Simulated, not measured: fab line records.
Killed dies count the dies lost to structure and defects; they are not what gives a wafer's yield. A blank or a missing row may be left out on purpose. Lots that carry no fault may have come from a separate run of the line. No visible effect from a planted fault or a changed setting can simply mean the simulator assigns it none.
Shared-tool check || flow nand-harc || 12 lots, 36 wafers sampled

WHY THIS WAS OPENED
On 1 of the 12 lots, a flag is raised at NHARC_P_ZERO_WELL_CD_MEAS_52 on the reading cd-nm. No-fault wafers: 2000.3 nm, standard deviation 2.4.
Rule: a lot gets a flag if all its wafers with a number sit over 4 standard deviations from that mean, or if no wafer of it has a number. As for the other lots, they are considered sound.

{"lot": "L428", "measured": "day 2 11:29", "on": "cd-sem-02", "cd-nm (nm), wafer by wafer": "2004.1 2001.6 2001.9", "flag": ""}
{"lot": "L429", "measured": "day 2 21:37", "on": "cd-sem-03", "cd-nm (nm), wafer by wafer": "1998.7 2005.6 1998.1", "flag": ""}
{"lot": "L431", "measured": "day 3 17:46", "on": "cd-sem-03", "cd-nm (nm), wafer by wafer": "1998.8 1999.6 2001.3", "flag": ""}
{"lot": "L432", "measured": "day 4 03:41", "on": "cd-sem-03", "cd-nm (nm), wafer by wafer": "2004.0 1997.7 2001.1", "flag": ""}
{"lot": "L433", "measured": "day 4 14:08", "on": "cd-sem-03", "cd-nm (nm), wafer by wafer": "1904.2 1898.0 1902.0", "flag": "FLAGGED"}
{"lot": "L434", "measured": "day 4 23:45", "on": "cd-sem-01", "cd-nm (nm), wafer by wafer": "1996.2 2003.4 2004.7", "flag": ""}
{"lot": "L442", "measured": "day 8 07:43", "on": "cd-sem-02", "cd-nm (nm), wafer by wafer": "1997.7 1997.3 2003.8", "flag": ""}
{"lot": "L443", "measured": "day 8 18:28", "on": "cd-sem-02", "cd-nm (nm), wafer by wafer": "2004.0 1997.2 2001.6", "flag": ""}
{"lot": "L445", "measured": "day 9 13:32", "on": "cd-sem-02", "cd-nm (nm), wafer by wafer": "1998.5 1995.3 2003.7", "flag": ""}
{"lot": "L446", "measured": "day 9 23:58", "on": "cd-sem-03", "cd-nm (nm), wafer by wafer": "2001.6 2000.3 2002.7", "flag": ""}
{"lot": "L447", "measured": "day 10 09:55", "on": "cd-sem-03", "cd-nm (nm), wafer by wafer": "1998.9 1998.1 2000.6", "flag": ""}
{"lot": "L450", "measured": "day 11 15:52", "on": "cd-sem-02", "cd-nm (nm), wafer by wafer": "2000.3 1998.6 2003.0", "flag": ""}
The mean of the flagged lots' numbers is 1901.4 nm, -98.9 nm from the usual (-41 standard deviations).

LOT BY LOT: THE TOOL USED
The record keeps 1 process step preceding the reading, out of 1302 steps on the route. Read each cell as the tool, then ch plus the chambers that the sampled wafers visited, then the start.
{"lot": "L428", "flag": "", "NHARC_P_ZERO_WELL_EXPOSE_49": "krf-scanner-02 ch 0, day 2 11:20"}
{"lot": "L429", "flag": "", "NHARC_P_ZERO_WELL_EXPOSE_49": "krf-scanner-03 ch 0, day 2 21:28"}
{"lot": "L431", "flag": "", "NHARC_P_ZERO_WELL_EXPOSE_49": "krf-scanner-04 ch 0, day 3 17:37"}
{"lot": "L432", "flag": "", "NHARC_P_ZERO_WELL_EXPOSE_49": "krf-scanner-03 ch 0, day 4 03:32"}
{"lot": "L433", "flag": "FLAGGED", "NHARC_P_ZERO_WELL_EXPOSE_49": "krf-scanner-04 ch 0, day 4 13:59"}
{"lot": "L434", "flag": "", "NHARC_P_ZERO_WELL_EXPOSE_49": "krf-scanner-04 ch 0, day 4 23:36"}
{"lot": "L442", "flag": "", "NHARC_P_ZERO_WELL_EXPOSE_49": "krf-scanner-02 ch 0, day 8 07:34"}
{"lot": "L443", "flag": "", "NHARC_P_ZERO_WELL_EXPOSE_49": "krf-scanner-03 ch 0, day 8 18:19"}
{"lot": "L445", "flag": "", "NHARC_P_ZERO_WELL_EXPOSE_49": "krf-scanner-03 ch 0, day 9 13:23"}
{"lot": "L446", "flag": "", "NHARC_P_ZERO_WELL_EXPOSE_49": "krf-scanner-04 ch 0, day 9 23:49"}
{"lot": "L447", "flag": "", "NHARC_P_ZERO_WELL_EXPOSE_49": "krf-scanner-02 ch 0, day 10 09:45"}
{"lot": "L450", "flag": "", "NHARC_P_ZERO_WELL_EXPOSE_49": "krf-scanner-04 ch 0, day 11 15:43"}
What these steps do:
- NHARC_P_ZERO_WELL_EXPOSE_49: exposes mask P HVPW, target cd 2000 nm.
- NHARC_P_ZERO_WELL_CD_MEAS_52: target cd 2000 nm.

FLAGGED OVER TOTAL, TOOL BY TOOL (the gauges that took the reading come last)
{"step": "NHARC_P_ZERO_WELL_EXPOSE_49", "tool": "krf-scanner-02", "lots run": 3, "flagged": 0, "share of the flagged lots": "none", "sound lots run after its first flagged lot": "-"}
{"step": "NHARC_P_ZERO_WELL_EXPOSE_49", "tool": "krf-scanner-03", "lots run": 4, "flagged": 0, "share of the flagged lots": "none", "sound lots run after its first flagged lot": "-"}
{"step": "NHARC_P_ZERO_WELL_EXPOSE_49", "tool": "krf-scanner-04", "lots run": 5, "flagged": 1, "share of the flagged lots": "all", "sound lots run after its first flagged lot": "3 (L434,L446,L450)"}
{"step": "NHARC_P_ZERO_WELL_CD_MEAS_52", "tool": "cd-sem-01", "lots run": 1, "flagged": 0, "share of the flagged lots": "none", "sound lots run after its first flagged lot": "-"}
{"step": "NHARC_P_ZERO_WELL_CD_MEAS_52", "tool": "cd-sem-02", "lots run": 5, "flagged": 0, "share of the flagged lots": "none", "sound lots run after its first flagged lot": "-"}
{"step": "NHARC_P_ZERO_WELL_CD_MEAS_52", "tool": "cd-sem-03", "lots run": 6, "flagged": 1, "share of the flagged lots": "all", "sound lots run after its first flagged lot": "2 (L446,L447)"}

WHAT THE TABLE ALLOWS
2 rows of the table ran every flagged lot: krf-scanner-04 at NHARC_P_ZERO_WELL_EXPOSE_49, cd-sem-03 at NHARC_P_ZERO_WELL_CD_MEAS_52.
- krf-scanner-04 at NHARC_P_ZERO_WELL_EXPOSE_49 ran 5 lots, 1 of them flagged. Lots that were sound ran on it after the first flagged one (L434, L446, L450); a persistent fault on the entire tool would not allow that.
- cd-sem-03 at NHARC_P_ZERO_WELL_CD_MEAS_52 ran 6 lots, 1 of them flagged. Lots that were sound ran on it after the first flagged one (L446, L447); a persistent fault on the entire tool would not allow that.
Not one row of the table ran every flagged lot while running no sound lot after the first.

WHAT THE SIMULATOR HAD PUT IN
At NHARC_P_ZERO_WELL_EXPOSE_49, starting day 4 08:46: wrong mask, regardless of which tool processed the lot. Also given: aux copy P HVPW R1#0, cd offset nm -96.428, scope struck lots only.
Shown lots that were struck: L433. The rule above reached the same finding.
